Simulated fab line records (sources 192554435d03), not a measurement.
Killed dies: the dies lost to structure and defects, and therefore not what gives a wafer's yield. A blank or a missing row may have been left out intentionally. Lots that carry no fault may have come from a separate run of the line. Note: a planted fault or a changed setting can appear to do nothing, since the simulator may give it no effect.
fab line records || flow n5-finfet
record: {"lots": 4, "wafers": 12, "last-day": 19}
route steps=1938 shown BEOL_M2@871 BEOL_M4@1111 PASSIVATION@1936
lots that met no fault: taken from a fault-free run of the same line
start-h: start of the lot's first displayed wafer, in hours after the record's first day || wait-h: hours since the lot's step before || " as in the row above || L1.1+2: several wafers, shown together as one row || - value missing, or start not given || * or withheld: withheld || < > ~ a bound
route shown NAME@n: a module of which the file shows steps, and the number in the route of the first || usual: average and standard deviation across the fault-free wafers || same: alike in all rows || chamber/n: place in a boat || sites: the reading at each site || _std_site: how widely they spread, as a standard deviation || _edge_site: the outer-site mean with the inner-site mean subtracted || radius-mm: for every site, how far away it sits from the centre of the wafer || mask NAME#n: copy n || behind: tool/chamber where the wafer was last shaped || hold: the reason the lot was held/the length of the hold in hours/how it ended || device: transistor that didn't switch, given as n, p or np || end of line: at the end of the route, the tests of the same wafers || for a step that has no rows: nothing shown but its recipe || killed: dies lost to structure and defects at the first sort, not the wafer's yield || map: shows each die of a wafer: x if killed, . if not, _ if none is there
set.NAME: the setting that was run; set.NAME@STEP: the one run at that earlier step || model.NAME: the simulator's own value behind a step, which no gauge read
lots at selected steps of the route; one table per step, one row per wafer
services: when a tool's chamber went out of use (start-h, in hours from the record's first day, below 0 if earlier), for how many hours, and the reason
== steps ==
step: N5_BEOL_M2_EBR_24
recipe: {"solvent": "PGMEA", "ebr-width-mm": 1.5}
step: N5_BEOL_M2_SOFTBAKE_23
recipe: {"temp-c": 110, "time-s": 60, "resist": "CAR-EUV"}
step: N5_BEOL_M2_EXPOSE_25
recipe: {"mask-id": "V1", "na": 0.33, "source-shape": "quasar", "sigma-inner": 0.2, "sigma-outer": 0.8, "polarization": "unpolarized", "defocus-nm": 5, "dose-mj": 63}
step: N5_BEOL_M2_PEB_26
recipe: {"peb-temp-c": 100, "peb-time-s": 60, "resist": "CAR-EUV"}
step: N5_BEOL_M2_DEVELOP_27
recipe: {"develop-time-s": 30, "developer": "TMAH", "resist": "CAR-EUV", "rinse-liquid": "surfactant-rinse", "dry": "air-spin", "dev-temp-c": 23}
step: N5_BEOL_M2_DESCUM_33
recipe: {"chemistry": "O2", "time-s": 7, "source-power-w": 50, "bias-power-w": 20, "pressure-mtorr": 20, "rf-frequency-hz": 2.712e+07, "temp-c": 40, "resist": "CAR-EUV", "o2-flow-sccm": 225}
step: N5_BEOL_M2_ETCH_77
recipe: {"chemistry": "N2/H2", "target": "underlayer", "target-depth-a": 65, "mask-material": "CAR-EUV", "time-s": 5.2, "ion-energy-ev": 200, "pressure-mtorr": 30, "source-w": 840, "bias-w": 150, "n2-flow-sccm": 200, "h2-flow-sccm": 200, "ends": "cleared"}
step: N5_BEOL_M2_ETCH_69
recipe: {"chemistry": "CF4", "target": "SiARC", "target-depth-a": 156, "mask-material": "CAR-EUV", "time-s": 26, "ion-energy-ev": 80, "pressure-mtorr": 40, "source-w": 545, "bias-w": 36, "Ar_flow_sccm": 100, "cf4-flow-sccm": 100, "ends": "cleared"}
step: N5_BEOL_M2_ALD_98
recipe: {"material": "SiO2", "target-thk-a": 25, "temp-c": 100, "ald-precursor-family": "BDEAS", "ald-co-reactant": "O2-plasma", "pulse-time-s": 1, "co-reactant-pulse-time-s": 1, "purge-time-s": 2, "co-reactant-purge-time-s": 2, "ald-cycles": 17, "pressure-torr": 2}
step: N5_BEOL_M2_ETCHBACK_99
recipe: {"chemistry": "CHF3", "target": "SiO2", "target-depth-a": 50, "time-s": 10.4, "source-w": 215, "bias-w": 47, "Ar_flow_sccm": 200, "CHF3_flow_sccm": 12, "ion-energy-ev": 100, "pressure-mtorr": 30}
usual: {"CHF3_flow_sccm": "12.01/0.035", "bias-w": "47.01/0.13", "drypump-motor-current-A": "5.8/0.4", "oes-product-au": "0.82/0.099", "rf-vpp-V": "241/4.2", "showerhead-plenum-p-Torr": "2.13/0.054", "throttle-valve-pct": "16.98/0.3"}
{"lot.wafer": "L432.2", "tool": "rie-diel-06", "chamber": 0, "start-h": 265.21, "wait-h": 0.9, "CHF3_flow_sccm": "-", "bias-w": "-", "drypump-motor-current-A": "-", "oes-product-au": "-", "rf-hours-counter-h": "-", "rf-vpp-V": "-", "showerhead-plenum-p-Torr": "-", "throttle-valve-pct": "-", "model.CAR-EUV_of_BEOL_M2_COAT_22.thk-nm": 11.2}
{"lot.wafer": "L432.3", "tool": "rie-diel-06", "chamber": 2, "start-h": 265.21, "wait-h": 0.9, "CHF3_flow_sccm": "-", "bias-w": "-", "drypump-motor-current-A": "-", "oes-product-au": "-", "rf-hours-counter-h": "-", "rf-vpp-V": "-", "showerhead-plenum-p-Torr": "-", "throttle-valve-pct": "-", "model.CAR-EUV_of_BEOL_M2_COAT_22.thk-nm": 11.2}
{"lot.wafer": "L432.4", "tool": "rie-diel-06", "chamber": 1, "start-h": 265.21, "wait-h": 0.9, "CHF3_flow_sccm": "-", "bias-w": "-", "drypump-motor-current-A": "-", "oes-product-au": "-", "rf-hours-counter-h": "-", "rf-vpp-V": "-", "showerhead-plenum-p-Torr": "-", "throttle-valve-pct": "-", "model.CAR-EUV_of_BEOL_M2_COAT_22.thk-nm": 11.2}
{"lot.wafer": "L441.1", "tool": "rie-diel-05", "chamber": 3, "start-h": 268.99, "wait-h": 4.5, "CHF3_flow_sccm": 11.95, "bias-w": 46.94, "drypump-motor-current-A": 6.6, "oes-product-au": 0.85, "rf-hours-counter-h": 44, "rf-vpp-V": 245, "showerhead-plenum-p-Torr": 2.10, "throttle-valve-pct": 16.63, "model.CAR-EUV_of_BEOL_M2_COAT_22.thk-nm": 10.4}
{"lot.wafer": "L441.2", "tool": "rie-diel-05", "chamber": 2, "start-h": 268.99, "wait-h": 4.5, "CHF3_flow_sccm": 12.04, "bias-w": 47.00, "drypump-motor-current-A": 6.1, "oes-product-au": 0.89, "rf-hours-counter-h": 35, "rf-vpp-V": 240, "showerhead-plenum-p-Torr": 2.20, "throttle-valve-pct": 16.76, "model.CAR-EUV_of_BEOL_M2_COAT_22.thk-nm": 10.6}
{"lot.wafer": "L441.4", "tool": "rie-diel-05", "chamber": 0, "start-h": 268.99, "wait-h": 4.5, "CHF3_flow_sccm": 12.02, "bias-w": 47.08, "drypump-motor-current-A": 5.7, "oes-product-au": 0.97, "rf-hours-counter-h": 3, "rf-vpp-V": 236, "showerhead-plenum-p-Torr": 2.12, "throttle-valve-pct": 16.90, "model.CAR-EUV_of_BEOL_M2_COAT_22.thk-nm": 10.4}
{"lot.wafer": "L442.2", "tool": "rie-diel-01", "chamber": 3, "start-h": 269.11, "wait-h": 3.8, "CHF3_flow_sccm": 11.97, "bias-w": 46.75, "drypump-motor-current-A": 6.0, "oes-product-au": 0.76, "rf-hours-counter-h": 140, "rf-vpp-V": 243, "showerhead-plenum-p-Torr": 2.16, "throttle-valve-pct": 17.44, "model.CAR-EUV_of_BEOL_M2_COAT_22.thk-nm": 10.4}
{"lot.wafer": "L442.3", "tool": "rie-diel-01", "chamber": 1, "start-h": 269.11, "wait-h": 3.8, "CHF3_flow_sccm": 12.02, "bias-w": 47.01, "drypump-motor-current-A": 6.0, "oes-product-au": 0.79, "rf-hours-counter-h": 111, "rf-vpp-V": 247, "showerhead-plenum-p-Torr": 2.15, "throttle-valve-pct": 16.81, "model.CAR-EUV_of_BEOL_M2_COAT_22.thk-nm": 10.2}
{"lot.wafer": "L442.4", "tool": "rie-diel-01", "chamber": 2, "start-h": 269.11, "wait-h": 3.8, "CHF3_flow_sccm": 12.01, "bias-w": 46.88, "drypump-motor-current-A": 5.4, "oes-product-au": 0.81, "rf-hours-counter-h": 86, "rf-vpp-V": 235, "showerhead-plenum-p-Torr": 2.09, "throttle-valve-pct": 17.14, "model.CAR-EUV_of_BEOL_M2_COAT_22.thk-nm": 10.4}
{"lot.wafer": "L435.1", "tool": "rie-diel-05", "chamber": 0, "start-h": 271.67, "wait-h": 4.8, "CHF3_flow_sccm": "-", "bias-w": "-", "drypump-motor-current-A": "-", "oes-product-au": "-", "rf-hours-counter-h": "-", "rf-vpp-V": "-", "showerhead-plenum-p-Torr": "-", "throttle-valve-pct": "-", "model.CAR-EUV_of_BEOL_M2_COAT_22.thk-nm": 11}
{"lot.wafer": "L435.2", "tool": "rie-diel-05", "chamber": 3, "start-h": 271.67, "wait-h": 4.8, "CHF3_flow_sccm": "-", "bias-w": "-", "drypump-motor-current-A": "-", "oes-product-au": "-", "rf-hours-counter-h": "-", "rf-vpp-V": "-", "showerhead-plenum-p-Torr": "-", "throttle-valve-pct": "-", "model.CAR-EUV_of_BEOL_M2_COAT_22.thk-nm": 10.8}
{"lot.wafer": "L435.5", "tool": "rie-diel-05", "chamber": 1, "start-h": 271.67, "wait-h": 4.8, "CHF3_flow_sccm": "-", "bias-w": "-", "drypump-motor-current-A": "-", "oes-product-au": "-", "rf-hours-counter-h": "-", "rf-vpp-V": "-", "showerhead-plenum-p-Torr": "-", "throttle-valve-pct": "-", "model.CAR-EUV_of_BEOL_M2_COAT_22.thk-nm": 11}
step: N5_BEOL_M2_ETCH_70
recipe: {"chemistry": "N2/H2", "target": "SOC", "target-depth-a": 800, "overetch-a": 240, "mask-material": "SiARC", "temp-c": 40, "time-s": 130, "ion-energy-ev": 200, "pressure-mtorr": 30, "source-w": 840, "bias-w": 150, "n2-flow-sccm": 200, "h2-flow-sccm": 200}
step: N5_BEOL_M4_RC_MEAS_101
usual: {"DIBL_N": "36.3/1.7", "DIBL_P": "36.5/2.1", "IOFF_N": "0.16/0.03", "IOFF_P": "0.22/0.035", "ION_N": "675/11", "ION_P": "465/7.1", "SS_N": "71.5/0.62", "SS_P": "73.3/0.64", "VT_N": "250/3.1", "VT_P": "-249.1/3"}
{"lot.wafer": "L442.2", "tool": "prober-02", "chamber": 0, "start-h": 312.40, "wait-h": 0.2, "DIBL_N[mV/V]": 39.3, "DIBL_P[mV/V]": 40.9, "IOFF_N[nA/um]": 0.22, "IOFF_P[nA/um]": 0.28, "ION_N[uA/um]": 703, "ION_P[uA/um]": 484, "SS_N[mV/dec]": 71.4, "SS_P[mV/dec]": 74.7, "VT_N[mV]": 248, "VT_P[mV]": -245.9}
{"lot.wafer": "L442.3", "tool": "prober-02", "chamber": 0, "start-h": 312.40, "wait-h": 0.2, "DIBL_N[mV/V]": 37.3, "DIBL_P[mV/V]": 38.2, "IOFF_N[nA/um]": 0.18, "IOFF_P[nA/um]": 0.23, "ION_N[uA/um]": 686, "ION_P[uA/um]": 465, "SS_N[mV/dec]": 71.7, "SS_P[mV/dec]": 73.7, "VT_N[mV]": 246, "VT_P[mV]": -248.6}
{"lot.wafer": "L442.4", "tool": "prober-02", "chamber": 0, "start-h": 312.40, "wait-h": 0.2, "DIBL_N[mV/V]": 38.5, "DIBL_P[mV/V]": 39.9, "IOFF_N[nA/um]": 0.20, "IOFF_P[nA/um]": 0.27, "ION_N[uA/um]": 678, "ION_P[uA/um]": 466, "SS_N[mV/dec]": 71.7, "SS_P[mV/dec]": 73.9, "VT_N[mV]": 250, "VT_P[mV]": -247.1}
{"lot.wafer": "L441.1", "tool": "prober-01", "chamber": 0, "start-h": 327.19, "wait-h": 0.0, "DIBL_N[mV/V]": 38.0, "DIBL_P[mV/V]": 38.1, "IOFF_N[nA/um]": 0.19, "IOFF_P[nA/um]": 0.23, "ION_N[uA/um]": 695, "ION_P[uA/um]": 465, "SS_N[mV/dec]": 71.6, "SS_P[mV/dec]": 73.8, "VT_N[mV]": 245, "VT_P[mV]": -249.2}
{"lot.wafer": "L441.2", "tool": "prober-01", "chamber": 0, "start-h": 327.19, "wait-h": 0.0, "DIBL_N[mV/V]": 38.3, "DIBL_P[mV/V]": 36.0, "IOFF_N[nA/um]": 0.18, "IOFF_P[nA/um]": 0.19, "ION_N[uA/um]": 660, "ION_P[uA/um]": 452, "SS_N[mV/dec]": 72.7, "SS_P[mV/dec]": 71.6, "VT_N[mV]": 250, "VT_P[mV]": -254.6}
{"lot.wafer": "L441.4", "tool": "prober-01", "chamber": 0, "start-h": 327.19, "wait-h": 0.0, "DIBL_N[mV/V]": 39.9, "DIBL_P[mV/V]": 39.1, "IOFF_N[nA/um]": 0.21, "IOFF_P[nA/um]": 0.24, "ION_N[uA/um]": 680, "ION_P[uA/um]": 461, "SS_N[mV/dec]": 71.8, "SS_P[mV/dec]": 74.6, "VT_N[mV]": 246, "VT_P[mV]": -252.0}
step: N5_PASSIVATION_PROBE_49
usual: {"defect-limited-yield": "91.2/1.4", "killed_at_M0_to_M3": "36/10", "killed_at_M4_up": "13/5.1", "killed-at-contacts": "12/5.4", "killed-at-front-end": "39/11", "killed-at-other": "3.5/2.4", "killed-dies": "104/17", "killed-on-rim": "14/3.8", "killed-open": "67/13", "killed-short": "36/8.3", "sort_bin_5_function": "5.2/0.98", "sort_bin_6_memory": "3.3/0.68", "sort-n-pass": "1076/17", "sort-yield-pct": "91.2/1.4"}
same: {"gross-dies": 1180, "killed-at-back-side": 0, "sort_bin_4_leakage[%]": 0, "sort_bin_8_speed[%]": 0}
{"lot.wafer": "L432.2", "tool": "prober-01", "chamber": "-", "start-h": 410.53, "wait-h": 0.3, "defect-limited-yield[%]": 0, "killed_at_M0_to_M3": 1111, "killed_at_M4_up": 16, "killed-at-contacts": 10, "killed-at-front-end": 43, "killed-at-other": 0, "killed-dies": 1180, "killed-on-rim": 152, "killed-open": 78, "killed-short": 37, "sort_bin_5_function[%]": 95.9, "sort_bin_6_memory[%]": 3.7, "sort-n-pass": 0, "sort-yield-pct[%]": 0}
{"lot.wafer": "L432.3", "tool": "prober-01", "chamber": "-", "start-h": 410.58, "wait-h": 0.3, "defect-limited-yield[%]": 0, "killed_at_M0_to_M3": 1101, "killed_at_M4_up": 11, "killed-at-contacts": 11, "killed-at-front-end": 55, "killed-at-other": 2, "killed-dies": 1180, "killed-on-rim": 152, "killed-open": 70, "killed-short": 51, "sort_bin_5_function[%]": 95.6, "sort_bin_6_memory[%]": 4.2, "sort-n-pass": 0, "sort-yield-pct[%]": 0}
{"lot.wafer": "L432.4", "tool": "prober-01", "chamber": "-", "start-h": 410.63, "wait-h": 0.4, "defect-limited-yield[%]": 0, "killed_at_M0_to_M3": 1127, "killed_at_M4_up": 13, "killed-at-contacts": 9, "killed-at-front-end": 29, "killed-at-other": 2, "killed-dies": 1180, "killed-on-rim": 152, "killed-open": 70, "killed-short": 32, "sort_bin_5_function[%]": 96.2, "sort_bin_6_memory[%]": 3.3, "sort-n-pass": 0, "sort-yield-pct[%]": 0}
{"lot.wafer": "L435.1", "tool": "prober-02", "chamber": "-", "start-h": 428.40, "wait-h": 0.0, "defect-limited-yield[%]": 0, "killed_at_M0_to_M3": 1119, "killed_at_M4_up": 13, "killed-at-contacts": 13, "killed-at-front-end": 31, "killed-at-other": 4, "killed-dies": 1180, "killed-on-rim": 152, "killed-open": 57, "killed-short": 38, "sort_bin_5_function[%]": 96.6, "sort_bin_6_memory[%]": 2.8, "sort-n-pass": 0, "sort-yield-pct[%]": 0}
{"lot.wafer": "L435.2", "tool": "prober-02", "chamber": "-", "start-h": 428.45, "wait-h": 0.1, "defect-limited-yield[%]": 0, "killed_at_M0_to_M3": 1139, "killed_at_M4_up": 7, "killed-at-contacts": 16, "killed-at-front-end": 15, "killed-at-other": 3, "killed-dies": 1180, "killed-on-rim": 152, "killed-open": 46, "killed-short": 29, "sort_bin_5_function[%]": 97.5, "sort_bin_6_memory[%]": 2.2, "sort-n-pass": 0, "sort-yield-pct[%]": 0}
{"lot.wafer": "L435.5", "tool": "prober-02", "chamber": "-", "start-h": 428.60, "wait-h": 0.2, "defect-limited-yield[%]": 0, "killed_at_M0_to_M3": 1107, "killed_at_M4_up": 24, "killed-at-contacts": 15, "killed-at-front-end": 28, "killed-at-other": 6, "killed-dies": 1180, "killed-on-rim": 152, "killed-open": 52, "killed-short": 43, "sort_bin_5_function[%]": 96.0, "sort_bin_6_memory[%]": 3.6, "sort-n-pass": 0, "sort-yield-pct[%]": 0}
{"lot.wafer": "L442.2", "tool": "prober-02", "chamber": "-", "start-h": 438.71, "wait-h": 0.1, "defect-limited-yield[%]": 91.4, "killed_at_M0_to_M3": 29, "killed_at_M4_up": 10, "killed-at-contacts": 13, "killed-at-front-end": 45, "killed-at-other": 4, "killed-dies": 101, "killed-on-rim": 12, "killed-open": 53, "killed-short": 48, "sort_bin_5_function[%]": 4.7, "sort_bin_6_memory[%]": 3.1, "sort-n-pass": 1079, "sort-yield-pct[%]": 91.4}
{"lot.wafer": "L442.3", "tool": "prober-02", "chamber": "-", "start-h": 438.76, "wait-h": 0.1, "defect-limited-yield[%]": 89.4, "killed_at_M0_to_M3": 37, "killed_at_M4_up": 11, "killed-at-contacts": 17, "killed-at-front-end": 53, "killed-at-other": 7, "killed-dies": 125, "killed-on-rim": 15, "killed-open": 68, "killed-short": 56, "sort_bin_5_function[%]": 6.3, "sort_bin_6_memory[%]": 3.8, "sort-n-pass": 1055, "sort-yield-pct[%]": 89.4}
{"lot.wafer": "L442.4", "tool": "prober-02", "chamber": "-", "start-h": 438.81, "wait-h": 0.2, "defect-limited-yield[%]": 91.3, "killed_at_M0_to_M3": 32, "killed_at_M4_up": 15, "killed-at-contacts": 15, "killed-at-front-end": 38, "killed-at-other": 3, "killed-dies": 103, "killed-on-rim": 12, "killed-open": 71, "killed-short": 29, "sort_bin_5_function[%]": 4.7, "sort_bin_6_memory[%]": 3.8, "sort-n-pass": 1077, "sort-yield-pct[%]": 91.3}
{"lot.wafer": "L441.1", "tool": "prober-01", "chamber": "-", "start-h": 450.80, "wait-h": 0.0, "defect-limited-yield[%]": 90.4, "killed_at_M0_to_M3": 50, "killed_at_M4_up": 8, "killed-at-contacts": 11, "killed-at-front-end": 41, "killed-at-other": 3, "killed-dies": 113, "killed-on-rim": 11, "killed-open": 71, "killed-short": 40, "sort_bin_5_function[%]": 5.8, "sort_bin_6_memory[%]": 3.1, "sort-n-pass": 1067, "sort-yield-pct[%]": 90.4}
{"lot.wafer": "L441.2", "tool": "prober-01", "chamber": "-", "start-h": 450.85, "wait-h": 0.1, "defect-limited-yield[%]": 91.8, "killed_at_M0_to_M3": 44, "killed_at_M4_up": 8, "killed-at-contacts": 4, "killed-at-front-end": 39, "killed-at-other": 2, "killed-dies": 97, "killed-on-rim": 17, "killed-open": 68, "killed-short": 21, "sort_bin_5_function[%]": 4.2, "sort_bin_6_memory[%]": 3.2, "sort-n-pass": 1083, "sort-yield-pct[%]": 91.8}
{"lot.wafer": "L441.4", "tool": "prober-01", "chamber": "-", "start-h": 450.95, "wait-h": 0.2, "defect-limited-yield[%]": 92.5, "killed_at_M0_to_M3": 41, "killed_at_M4_up": 10, "killed-at-contacts": 6, "killed-at-front-end": 31, "killed-at-other": 0, "killed-dies": 88, "killed-on-rim": 19, "killed-open": 54, "killed-short": 33, "sort_bin_5_function[%]": 4.0, "sort_bin_6_memory[%]": 3.2, "sort-n-pass": 1092, "sort-yield-pct[%]": 92.5}
killed by level:class
L432.2 BEOL_M2:area-etchback=1063 BEOL_M0_SAQP:geometric-particle:open=18 FIN_SAQP:geometric-particle:short=11 FIN_SAQP:geometric-particle:open=10 BEOL_M0_SAQP:geometric-particle:short=10 MOL_CONTACT_COAG:geometric-particle:open=9 BEOL_M2:geometric-particle:open=7 BEOL_M3:geometric-particle:open=7
L432.3 BEOL_M2:area-etchback=1056 BEOL_M2:geometric-particle:open=14 FIN_SAQP:geometric-particle:short=12 MOL_CONTACT_COAG:geometric-particle:open=11 BEOL_M0_SAQP:geometric-particle:open=10 BEOL_M3:geometric-particle:open=7 STI_FIN_REVEAL:geometric-particle:open=6 GATE_CUT:geometric-particle:short=6
L432.4 BEOL_M2:area-etchback=1078 BEOL_M0_SAQP:geometric-particle:open=17 BEOL_M0_SAQP:geometric-particle:short=15 FIN_SAQP:geometric-particle:short=8 MOL_CONTACT_COAG:geometric-particle:open=8 BEOL_M2:geometric-particle:open=8 STI_FIN_REVEAL:geometric-particle:open=7 FIN_SAQP:geometric-particle:open=6
L435.1 BEOL_M2:area-etchback=1083 BEOL_M0_SAQP:geometric-particle:short=20 BEOL_M0_SAQP:geometric-particle:open=12 MOL_CONTACT_COAG:geometric-particle:open=10 FIN_SAQP:geometric-particle:open=5 STI_FIN_REVEAL:geometric-particle:open=5 DUMMY_GATE:geometric-particle:open=4 BEOL_M4:geometric-particle:short=4
L435.2 BEOL_M2:area-etchback=1105 MOL_CONTACT_COAG:geometric-particle:open=12 BEOL_M0_SAQP:geometric-particle:short=10 BEOL_M0_SAQP:geometric-particle:open=10 DUMMY_GATE:geometric-particle:open=4 GATE_CUT:geometric-particle:short=4 MOL_CONTACT_COAG:geometric-particle:short=4 BEOL_M3:geometric-particle:short=4
L435.5 BEOL_M2:area-etchback=1082 BEOL_M0_SAQP:geometric-particle:short=13 BEOL_M4:geometric-particle:open=11 FIN_SAQP:geometric-particle:open=8 MOL_CONTACT_COAG:geometric-particle:short=7 STI_FIN_REVEAL:geometric-particle:open=6 MOL_CONTACT_COAG:geometric-particle:open=5 GATE_CUT:geometric-particle:short=4
L442.2 STI_FIN_REVEAL:geometric-particle:open=10 MOL_CONTACT_COAG:geometric-particle:open=9 GATE_CUT:geometric-particle:short=8 BEOL_M0_SAQP:geometric-particle:short=7 BEOL_M1:geometric-particle:open=6 FIN_SAQP:geometric-particle:open=5 STI_FIN_REVEAL:geometric-particle:short=5 BEOL_M1:geometric-particle:short=5
L442.3 BEOL_M0_SAQP:geometric-particle:short=15 STI_FIN_REVEAL:geometric-particle:open=14 MOL_CONTACT_COAG:geometric-particle:open=13 BEOL_M0_SAQP:geometric-particle:open=10 FIN_SAQP:geometric-particle:short=9 GATE_CUT:geometric-particle:short=9 BEOL_M3:geometric-particle:open=7 FIN_SAQP:geometric-particle:open=6
L442.4 FIN_SAQP:geometric-particle:open=12 STI_FIN_REVEAL:geometric-particle:open=10 MOL_CONTACT_COAG:geometric-particle:open=10 BEOL_M2:geometric-particle:open=6 FIN_SAQP:geometric-particle:short=5 MOL_CONTACT_COAG:geometric-particle:short=5 BEOL_M0_SAQP:geometric-particle:short=5 BEOL_M3:geometric-particle:open=5
L441.1 FIN_SAQP:geometric-particle:open=13 BEOL_M2:geometric-particle:open=12 BEOL_M0_SAQP:geometric-particle:short=10 BEOL_M0_SAQP:geometric-particle:open=9 FIN_SAQP:geometric-particle:short=8 MOL_CONTACT_COAG:geometric-particle:open=8 BEOL_M1:geometric-particle:open=6 BEOL_M3:geometric-particle:short=5
L441.2 BEOL_M0_SAQP:geometric-particle:short=12 BEOL_M1:geometric-particle:open=11 HKMG_FIN:area-etch=8 DUMMY_GATE:geometric-particle:open=7 BEOL_M0_SAQP:geometric-particle:open=7 BEOL_M2:geometric-particle:open=7 FIN_SAQP:geometric-particle:open=6 STI_FIN_REVEAL:geometric-particle:open=5
L441.4 BEOL_M1:geometric-particle:open=11 BEOL_M0_SAQP:geometric-particle:short=6 BEOL_M2:geometric-particle:open=6 FIN_SAQP:geometric-particle:open=5 STI_FIN_REVEAL:geometric-particle:open=5 BEOL_M0_SAQP:geometric-particle:open=5 BEOL_M3:geometric-particle:open=5 BEOL_M4:geometric-particle:open=5
map L432.2 (x killed, . not)
_________________xxxxxxxxxxxx________________
______________xxxxxxxxxxxxxxxxxx_____________
___________xxxxxxxxxxxxxxxxxxxxxxxx__________
__________xxxxxxxxxxxxxxxxxxxxxxxxxx_________
________xxxxxxxxxxxxxxxxxxxxxxxxxxxxxx_______
_______xxxxxxxxxxxxxxxxxxxxxxxxxxxxxxxx______
______xxxxxxxxxxxxxxxxxxxxxxxxxxxxxxxxxx_____
_____xxxxxxxxxxxxxxxxxxxxxxxxxxxxxxxxxxxx____
____xxxxxxxxxxxxxxxxxxxxxxxxxxxxxxxxxxxxxx___
___xxxxxxxxxxxxxxxxxxxxxxxxxxxxxxxxxxxxxxxx__
___xxxxxxxxxxxxxxxxxxxxxxxxxxxxxxxxxxxxxxxx__
__xxxxxxxxxxxxxxxxxxxxxxxxxxxxxxxxxxxxxxxxxx_
__xxxxxxxxxxxxxxxxxxxxxxxxxxxxxxxxxxxxxxxxxx_
_xxxxxxxxxxxxxxxxxxxxxxxxxxxxxxxxxxxxxxxxxxxx
_xxxxxxxxxxxxxxxxxxxxxxxxxxxxxxxxxxxxxxxxxxxx
_xxxxxxxxxxxxxxxxxxxxxxxxxxxxxxxxxxxxxxxxxxxx
_xxxxxxxxxxxxxxxxxxxxxxxxxxxxxxxxxxxxxxxxxxxx
_xxxxxxxxxxxxxxxxxxxxxxxxxxxxxxxxxxxxxxxxxxxx
_xxxxxxxxxxxxxxxxxxxxxxxxxxxxxxxxxxxxxxxxxxxx
_xxxxxxxxxxxxxxxxxxxxxxxxxxxxxxxxxxxxxxxxxxxx
_xxxxxxxxxxxxxxxxxxxxxxxxxxxxxxxxxxxxxxxxxxxx
__xxxxxxxxxxxxxxxxxxxxxxxxxxxxxxxxxxxxxxxxxx_
__xxxxxxxxxxxxxxxxxxxxxxxxxxxxxxxxxxxxxxxxxx_
___xxxxxxxxxxxxxxxxxxxxxxxxxxxxxxxxxxxxxxxx__
___xxxxxxxxxxxxxxxxxxxxxxxxxxxxxxxxxxxxxxxx__
____xxxxxxxxxxxxxxxxxxxxxxxxxxxxxxxxxxxxxx___
_____xxxxxxxxxxxxxxxxxxxxxxxxxxxxxxxxxxxx____
______xxxxxxxxxxxxxxxxxxxxxxxxxxxxxxxxxx_____
_______xxxxxxxxxxxxxxxxxxxxxxxxxxxxxxxx______
________xxxxxxxxxxxxxxxxxxxxxxxxxxxxxx_______
__________xxxxxxxxxxxxxxxxxxxxxxxxxx_________
___________xxxxxxxxxxxxxxxxxxxxxxxx__________
______________xxxxxxxxxxxxxxxxxx_____________
_________________xxxxxxxxxxxx________________
map L435.1 (x killed, . not)
_________________xxxxxxxxxxxx________________
______________xxxxxxxxxxxxxxxxxx_____________
___________xxxxxxxxxxxxxxxxxxxxxxxx__________
__________xxxxxxxxxxxxxxxxxxxxxxxxxx_________
________xxxxxxxxxxxxxxxxxxxxxxxxxxxxxx_______
_______xxxxxxxxxxxxxxxxxxxxxxxxxxxxxxxx______
______xxxxxxxxxxxxxxxxxxxxxxxxxxxxxxxxxx_____
_____xxxxxxxxxxxxxxxxxxxxxxxxxxxxxxxxxxxx____
____xxxxxxxxxxxxxxxxxxxxxxxxxxxxxxxxxxxxxx___
___xxxxxxxxxxxxxxxxxxxxxxxxxxxxxxxxxxxxxxxx__
___xxxxxxxxxxxxxxxxxxxxxxxxxxxxxxxxxxxxxxxx__
__xxxxxxxxxxxxxxxxxxxxxxxxxxxxxxxxxxxxxxxxxx_
__xxxxxxxxxxxxxxxxxxxxxxxxxxxxxxxxxxxxxxxxxx_
_xxxxxxxxxxxxxxxxxxxxxxxxxxxxxxxxxxxxxxxxxxxx
_xxxxxxxxxxxxxxxxxxxxxxxxxxxxxxxxxxxxxxxxxxxx
_xxxxxxxxxxxxxxxxxxxxxxxxxxxxxxxxxxxxxxxxxxxx
_xxxxxxxxxxxxxxxxxxxxxxxxxxxxxxxxxxxxxxxxxxxx
_xxxxxxxxxxxxxxxxxxxxxxxxxxxxxxxxxxxxxxxxxxxx
_xxxxxxxxxxxxxxxxxxxxxxxxxxxxxxxxxxxxxxxxxxxx
_xxxxxxxxxxxxxxxxxxxxxxxxxxxxxxxxxxxxxxxxxxxx
_xxxxxxxxxxxxxxxxxxxxxxxxxxxxxxxxxxxxxxxxxxxx
__xxxxxxxxxxxxxxxxxxxxxxxxxxxxxxxxxxxxxxxxxx_
__xxxxxxxxxxxxxxxxxxxxxxxxxxxxxxxxxxxxxxxxxx_
___xxxxxxxxxxxxxxxxxxxxxxxxxxxxxxxxxxxxxxxx__
___xxxxxxxxxxxxxxxxxxxxxxxxxxxxxxxxxxxxxxxx__
____xxxxxxxxxxxxxxxxxxxxxxxxxxxxxxxxxxxxxx___
_____xxxxxxxxxxxxxxxxxxxxxxxxxxxxxxxxxxxx____
______xxxxxxxxxxxxxxxxxxxxxxxxxxxxxxxxxx_____
_______xxxxxxxxxxxxxxxxxxxxxxxxxxxxxxxx______
________xxxxxxxxxxxxxxxxxxxxxxxxxxxxxx_______
__________xxxxxxxxxxxxxxxxxxxxxxxxxx_________
___________xxxxxxxxxxxxxxxxxxxxxxxx__________
______________xxxxxxxxxxxxxxxxxx_____________
_________________xxxxxxxxxxxx________________
== services ==
{"tool": "rie-diel-05", "chamber": 0, "start-h": 243.82, "hours": "-", "kind": "clean"}
{"tool": "rie-diel-05", "chamber": 0, "start-h": 243.82, "hours": "-", "kind": "consumable-replace:focus-ring"}
{"tool": "rie-diel-05", "chamber": 0, "start-h": 243.82, "hours": 17.7, "kind": "scheduled-down"}
{"tool": "rie-diel-05", "chamber": 0, "start-h": 243.82, "hours": 17.7, "kind": "vent-cycle"}
== key ==
first-sign: {"step": "N5_BEOL_M2_ETCHBACK_99", "reading": "tool-record", "direction": "missing"}
effect: {"step": "N5_PASSIVATION_PROBE_49", "reading": "killed_at_M0_to_M3", "direction": "up", "sigmas": "99+", "usual": 36, "struck": 1117}
model-effect: {"step": "N5_BEOL_M2_ETCHBACK_99", "value": "CAR-EUV_of_BEOL_M2_COAT_22.thk-nm", "without": 10.37, "struck": 11.07}
more-kills-born-at: {"N5_BEOL_M2_ETCHBACK_99@rie-diel-05": 3270, "N5_BEOL_M2_ETCHBACK_99@rie-diel-06": 3197}
met-at N5_BEOL_M2_ETCHBACK_99
struck-wafers L432.2,L432.3,L432.4,L435.1,L435.2,L435.5
later-rows-left-out L432.2,L432.3,L432.4,L435.1,L435.2,L435.5
fault: {"kind": "skipped-step-whole", "tool": "rie-diel-05,rie-diel-06", "chamber": "-", "onset-h": 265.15, "steps": "N5_BEOL_M2_ETCHBACK_99", "scope": "struck-lots-only"}
later-rows-left-out: the simulator's readings of these wafers behind a module that went badly wrong aren't trusted and aren't shown, but for the sort
